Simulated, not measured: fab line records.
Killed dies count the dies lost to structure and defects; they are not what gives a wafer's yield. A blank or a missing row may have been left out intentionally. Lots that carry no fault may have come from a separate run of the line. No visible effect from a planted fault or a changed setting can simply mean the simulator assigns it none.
The tool behind it: which one?	flow nand harc	36 wafers from 12 lots sampled at 7 of the route's 1302 steps

WHAT THE GAUGES READ, wafer by wafer
NHARC_P_BONDPAD_INSPECT_23. Usual: raw defect count reads 331 (standard deviation 130).
lot	measured	on	raw defect count	flag
L130	day 6 21:20	defect inspect-02	484 307 444	
L131	day 7 00:31	defect inspect-01	368 272 274	
L132	day 7 12:26	defect inspect-02	232 354 436	
L135	day 8 16:40	defect inspect-01	284 253 370	
L136	day 9 10:04	defect inspect-02	333 351 448	
L145	day 12 20:44	defect inspect-02	190 160 477	
L144	day 12 23:20	defect inspect-01	385 324 211	
L147	day 13 19:00	defect inspect-02	182 182 201	
L149	day 14 14:34	defect inspect-01	246 504 435	
L150	day 15 06:05	defect inspect-01	449 372 611	
L151	day 15 09:37	defect inspect-01	285 323 249	
L153	day 16 09:25	defect inspect-01	336 345 490	

NHARC_A_ZERO_WELL_INSPECT_17. Usual: raw defect count reads 9 (standard deviation 5.1).
lot	measured	on	raw defect count	flag
L130	day 7 00:05	defect inspect-01	6 6 5	
L131	day 7 03:17	defect inspect-01	5 8 8	
L132	day 7 15:14	defect inspect-02	15 7 9	
L135	day 8 19:27	defect inspect-02	15 6 5	
L136	day 9 12:58	defect inspect-01	13 17 730	OFF
L145	day 12 23:32	defect inspect-02	6 5 3	
L144	day 13 01:59	defect inspect-01	2 6 14	
L147	day 13 21:46	defect inspect-02	11 5 26	
L149	day 14 17:19	defect inspect-01	7 9 15	
L150	day 15 08:44	defect inspect-02	10 9 12	
L151	day 15 12:23	defect inspect-01	13 19 6	
L153	day 16 12:11	defect inspect-01	9 14 3	

NHARC_A_SOURCE_PLATE_THK_MEAS_09: measures by ellipsometry. Usual: thk nm reads 9.7 nm (standard deviation 1.1).
lot	measured	on	thk nm (nm)	flag
L130	day 7 07:17	film metro-02	10.9 8.0 10.4	
L131	day 7 11:02	film metro-01	9.3 7.7 9.2	
L132	day 7 22:02	film metro-01	9.9 9.1 9.7	
L135	day 9 02:46	film metro-01	9.8 9.4 10.6	
L136	day 9 20:19	film metro-01	10.2 10.8 10.7	
L145	day 13 06:53	film metro-01	9.8 7.4 9.2	
L144	day 13 06:53	film metro-02	10.3 11.2 7.7	
L147	day 14 02:25	film metro-01	11.8 11.0 9.7	
L149	day 15 01:07	film metro-01	10.8 9.5 9.8	
L150	day 15 16:05	film metro-01	8.6 9.5 9.6	
L151	day 15 19:09	film metro-01	8.0 9.8 9.5	
L153	day 16 19:43	film metro-01	10.0 8.5 7.6	

NHARC_A_SOURCE_PLATE_INSPECT_08. Usual: raw defect count reads 50 (standard deviation 17).
lot	measured	on	raw defect count	flag
L130	day 7 20:18	defect inspect-02	61 90 49	
L131	day 8 01:39	defect inspect-01	73 44 51	
L132	day 8 10:49	defect inspect-01	47 77 47	
L135	day 9 17:07	defect inspect-01	82 53 42	
L136	day 10 09:31	defect inspect-01	39 49 791	OFF
L145	day 13 19:22	defect inspect-02	22 27 24	
L144	day 13 19:22	defect inspect-01	47 24 56	
L147	day 14 15:31	defect inspect-01	47 34 44	
L149	day 15 14:07	defect inspect-02	33 53 48	
L150	day 16 05:09	defect inspect-01	32 34 40	
L151	day 16 08:47	defect inspect-02	29 58 37	
L153	day 17 09:20	defect inspect-01	39 66 33	

NHARC_END_SORT_01. Usual: killed at array 55, standard deviation 17; killed at other 0.9, standard deviation 1.2; killed at periphery 3.7, standard deviation 2.5; killed dies 59, standard deviation 18; killed open 3.4, standard deviation 1.9; killed short 2.6, standard deviation 1.6.
lot	measured	on	killed at array	killed at other	killed at periphery	killed dies	killed open	killed short	flag
L136	day 28 00:06	prober-01	78 73 122	0 1 0	4 3 2	82 77 124	6 3 3	2 2 6	

EACH LOT AND THE TOOL THAT RAN IT (in order: tool; ch and the chambers of the sampled wafers; start)
lot	NHARC_P_BONDPAD_ANNEAL_28	NHARC_A_ZERO_WELL_ETCH_13
L130	rtp anneal-02 ch 0, day 6 20:27	rie si-06 ch 0,1,3, day 6 23:01
L131	rtp anneal-01 ch 0, day 6 23:37	rie si-01 ch 0,1,3, day 7 02:11
L132	rtp anneal-02 ch 0, day 7 11:32	rie si-03 ch 0,1,3, day 7 14:05
L135	rtp anneal-02 ch 0, day 8 15:54	rie si-06 ch 0,2, day 8 18:22
L136	rtp anneal-02 ch 0, day 9 09:14	rie si-06 ch 0,3, day 9 11:49
L145	rtp anneal-01 ch 0, day 12 19:54	rie si-06 ch 1,3, day 12 22:27
L144	rtp anneal-01 ch 0, day 12 22:31	rie si-03 ch 0,1,2, day 13 00:55
L147	rtp anneal-01 ch 0, day 13 18:11	rie si-03 ch 0,2,3, day 13 20:41
L149	rtp anneal-02 ch 0, day 14 13:48	rie si-06 ch 1,2,3, day 14 16:16
L150	rtp anneal-01 ch 0, day 15 05:11	rie si-01 ch 0,1,3, day 15 07:40
L151	rtp anneal-01 ch 0, day 15 08:45	rie si-01 ch 0,1,3, day 15 11:18
L153	rtp anneal-02 ch 0, day 16 08:32	rie si-03 ch 0,1,2, day 16 11:06
- NHARC_P_BONDPAD_ANNEAL_28: time 90 s.
- NHARC_A_ZERO_WELL_ETCH_13: etches the open film in HBr/Cl2, target depth 120 nm, time 40.1 s.

WHAT THE TOOLS THEMSELVES READ (means of the sampled wafers that have a number; where no wafer has one, the mark that the record gives instead)
NHARC_P_BONDPAD_ANNEAL_28. Usual: wafer_temp_C_max reads 226.4 (standard deviation 0.54).
lot	tool	wafer_temp_C_max	flag
L130	rtp anneal-02	225.9	
L131	rtp anneal-01	226.7	
L132	rtp anneal-02	226.1	
L135	rtp anneal-02	226.1	
L136	rtp anneal-02	226.1	
L145	rtp anneal-01	226.5	
L144	rtp anneal-01	226.9	
L147	rtp anneal-01	226.8	
L149	rtp anneal-02	226.1	
L150	rtp anneal-01	227.5	
L151	rtp anneal-01	226.7	
L153	rtp anneal-02	226.0	

NHARC_A_ZERO_WELL_ETCH_13. Usual: drypump motor current A 5.6 A, standard deviation 0.37; oes product au 0.999 a.u., standard deviation 0.011; throttle valve pct 26.405 %, standard deviation 0.0086.
lot	tool	drypump motor current A (A)	oes product au (a.u.)	throttle valve pct (%)	flag
L130	rie si-06	5.7	1.007	26.416	
L131	rie si-01	6.1	0.999	26.407	
L132	rie si-03	5.2	0.989	26.405	
L135	rie si-06	5.7	0.991	26.406	
L136	rie si-06	5.5	0.998	26.403	
L145	rie si-06	5.6	0.997	26.403	
L144	rie si-03	5.3	0.998	26.395	
L147	rie si-03	5.3	0.994	26.411	
L149	rie si-06	5.5	0.993	26.401	
L150	rie si-01	6.1	1.000	26.407	
L151	rie si-01	6.1	1.000	26.410	
L153	rie si-03	5.3	0.994	26.404	

THE ANSWER, worked out from the rows above alone
Rule: a lot counts as off when the mean over its wafers that have a number is more than 3 standard deviations away from the usual mean. Also off: a lot with no number at a reading for which 4 or more lots have one. Where the step has rows for the other lots, those lots are counted as sound. First the gauges in route order, then the tools' own readings, where a lot's mean is used as printed above. At the first step where some lot is off, the reading lying furthest off is the one used; lots without a number count as furthest.
Off at NHARC_A_ZERO_WELL_INSPECT_17 (raw defect count): L136.
If a tool, at a process step before that reading, ran all the lots that are off and no sound lot after the first of them, it fits. Gauges at NHARC_A_ZERO_WELL_INSPECT_17: tried the same way as those tools. No candidate that was tried fits.

WHAT THE SIMULATOR PUT IN
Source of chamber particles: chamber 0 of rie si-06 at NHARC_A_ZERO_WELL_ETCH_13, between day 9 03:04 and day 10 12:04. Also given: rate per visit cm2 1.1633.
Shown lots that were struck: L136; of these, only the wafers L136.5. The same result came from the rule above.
